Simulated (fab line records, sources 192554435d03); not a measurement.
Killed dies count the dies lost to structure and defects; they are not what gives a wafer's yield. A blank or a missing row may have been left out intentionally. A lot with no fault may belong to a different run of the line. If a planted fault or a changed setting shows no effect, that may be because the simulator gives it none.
One fault through the eyes of 3 desks || flow n5 finfet || each desk holds nothing but its own numbers, with what lay behind them at the end

== AT THE METROLOGY DESK ==
Means of the sampled wafers that have a number, per lot and without regard to the tool the lot ran on: this is what the gauges read. A lot is out of limits, marked OUT, if its mean lies more than 4 standard deviations from the usual mean; the brackets give that distance. Only the readings that lie furthest out on some lot appear, 7 of the 11 it has.
Columns: A = DIBL_P at N5_BEOL_M4_RC_MEAS_101, usual 35.7 mV/V; B = IOFF_P at N5_BEOL_M4_RC_MEAS_101, usual 0.204 nA/um; C = ION_P at N5_BEOL_M4_RC_MEAS_101, usual 459 uA/um; D = SS_N at N5_BEOL_M4_RC_MEAS_101, usual 71.5 mV/dec; E = SS_P at N5_BEOL_M4_RC_MEAS_101, usual 73.1 mV/dec; F = VT_P at N5_BEOL_M4_RC_MEAS_101, usual -251 mV; G = cd nm at N5_PASSIVATION_CD_MEAS_30, usual 3999.4 nm
{"lot": "L605", "first seen here": "day 8 15:50", "A": 34.5, "B": 0.199, "C": 462, "D": 70.8, "E": 73.0, "F": -248, "G": 3996.2}
{"lot": "L604", "first seen here": "day 8 17:21", "A": 34.0, "B": 0.201, "C": 458, "D": 71.5, "E": 72.7, "F": -249, "G": 4000.2}
{"lot": "L606", "first seen here": "day 8 18:48", "A": 34.9, "B": 0.208, "C": 462, "D": 71.4, "E": 73.0, "F": -249, "G": 3999.4}
{"lot": "L611", "first seen here": "day 9 20:37", "A": 35.7, "B": 0.179, "C": 453, "D": 71.3, "E": 72.8, "F": -256, "G": 4000.0}
{"lot": "L612", "first seen here": "day 10 10:51", "A": 35.9, "B": 0.233, "C": 467, "D": 71.6, "E": 73.3, "F": -246, "G": 4000.7}
{"lot": "L613", "first seen here": "day 10 16:14", "A": 34.6, "B": 0.211, "C": 466, "D": 71.9, "E": 73.0, "F": -247, "G": 3998.4}
{"lot": "L617", "first seen here": "day 11 07:46", "A": 34.0, "B": 0.175, "C": 456, "D": 71.4, "E": 73.7, "F": -258, "G": 3998.4}
{"lot": "L618", "first seen here": "day 11 13:34", "A": 33.9, "B": 0.168, "C": 456, "D": 71.4, "E": 73.0, "F": -256, "G": 4000.6}
{"lot": "L616", "first seen here": "day 11 16:56", "A": 37.0, "B": 0.191, "C": 458, "D": 71.5, "E": 73.3, "F": -252, "G": 3999.7}
{"lot": "L624", "first seen here": "day 13 05:38", "A": 35.4, "B": 0.189, "C": 458, "D": 71.6, "E": 73.2, "F": -253, "G": 4000.0}
This desk's finding: nothing out of limits on any of the 10 lots.

== THE DEFECT DESK ==
Inspection counts along the route, by lot: the mean over sampled wafers that carry a number. A lot is out of limits, marked OUT, if its mean lies more than 4 standard deviations from the usual mean; the brackets give that distance.
Columns: A = raw defect count at N5_PASSIVATION_INSPECT_61, usual 2.1; B = raw defect count at N5_PASSIVATION_INSPECT_57, usual 1.9
{"lot": "L604", "first seen here": "day 12 18:46", "A": 2.3, "B": 2.3}
{"lot": "L605", "first seen here": "day 13 01:01", "A": 2.0, "B": 1.3}
{"lot": "L606", "first seen here": "day 13 01:31", "A": 2.7, "B": 1.0}
{"lot": "L611", "first seen here": "day 14 01:17", "A": 1.3, "B": 1.3}
{"lot": "L612", "first seen here": "day 14 07:50", "A": 2.7, "B": 1.7}
{"lot": "L613", "first seen here": "day 14 13:44", "A": 2.0, "B": 1.3}
{"lot": "L618", "first seen here": "day 15 05:10", "A": 2.0, "B": 2.0}
{"lot": "L617", "first seen here": "day 15 13:17", "A": 1.5, "B": 1.0}
{"lot": "L616", "first seen here": "day 15 18:19", "A": 2.0, "B": 2.0}
{"lot": "L624", "first seen here": "day 17 09:25", "A": 1.7, "B": 3.3}
This desk's finding: nothing out of limits on any of the 10 lots.

== DESK OF THE TOOL OWNER: rie diel-06 ==
The tool's own readings at N5_BEOL_M9_VIA_ETCH_34 (etches SiCOH lowk in C4F6/O2, target depth 182.4 nm, time 68.4 s): means of the sampled wafers that have a number, for each lot that ran on this tool. A lot is out of limits, marked OUT, if its mean lies more than 4 standard deviations from the usual mean; the brackets give that distance.
Columns: A = C4F6_flow_sccm at N5_BEOL_M9_VIA_ETCH_34, usual 9.998 sccm; B = drypump motor current A at N5_BEOL_M9_VIA_ETCH_34, usual 5.84 A; C = oes product au at N5_BEOL_M9_VIA_ETCH_34, usual 0.80 a.u.; D = rf fwd power W at N5_BEOL_M9_VIA_ETCH_34, usual 342.1 W; E = rf vpp V at N5_BEOL_M9_VIA_ETCH_34, usual 668 V; F = showerhead plenum p Torr at N5_BEOL_M9_VIA_ETCH_34, usual 2.85 Torr; G = throttle valve pct at N5_BEOL_M9_VIA_ETCH_34, usual 20.96 %
{"lot": "L606", "first seen here": "day 10 12:20", "A": 9.986, "B": 5.80, "C": 0.71, "D": 341.6, "E": 672, "F": 2.93, "G": 21.14}
{"lot": "L611", "first seen here": "day 11 18:28", "A": 10.000, "B": 6.08, "C": 0.85, "D": 342.4, "E": 674, "F": 2.80, "G": 20.89}
{"lot": "L612", "first seen here": "day 12 08:16", "A": 9.998, "B": 5.88, "C": 0.87, "D": 341.9, "E": 674, "F": 2.92, "G": 20.86}
{"lot": "L613", "first seen here": "day 12 11:40", "A": 9.985, "B": 5.97, "C": 0.89, "D": 342.3, "E": 673, "F": 2.85, "G": 20.85}
{"lot": "L617", "first seen here": "day 13 06:57", "A": 10.006, "B": 5.78, "C": 0.76, "D": 343.2, "E": 672, "F": 2.92, "G": 21.01}
{"lot": "L618", "first seen here": "day 13 09:55", "A": 9.989, "B": 5.96, "C": 0.70, "D": 341.9, "E": 672, "F": 2.84, "G": 21.09}
{"lot": "L616", "first seen here": "day 13 13:48", "A": 9.983, "B": 5.90, "C": 0.79, "D": 342.1, "E": 674, "F": 2.90, "G": 20.73}
This desk's finding: nothing out of limits on any of the 7 lots.

== PUT TOGETHER ==
From the metrology desk's view, nothing was out of limits.
Nothing the defect desk looked at was out of limits.
The tool owner's desk saw nothing out of limits.

== WHAT HAD BEEN PUT IN BY THE SIMULATOR ==
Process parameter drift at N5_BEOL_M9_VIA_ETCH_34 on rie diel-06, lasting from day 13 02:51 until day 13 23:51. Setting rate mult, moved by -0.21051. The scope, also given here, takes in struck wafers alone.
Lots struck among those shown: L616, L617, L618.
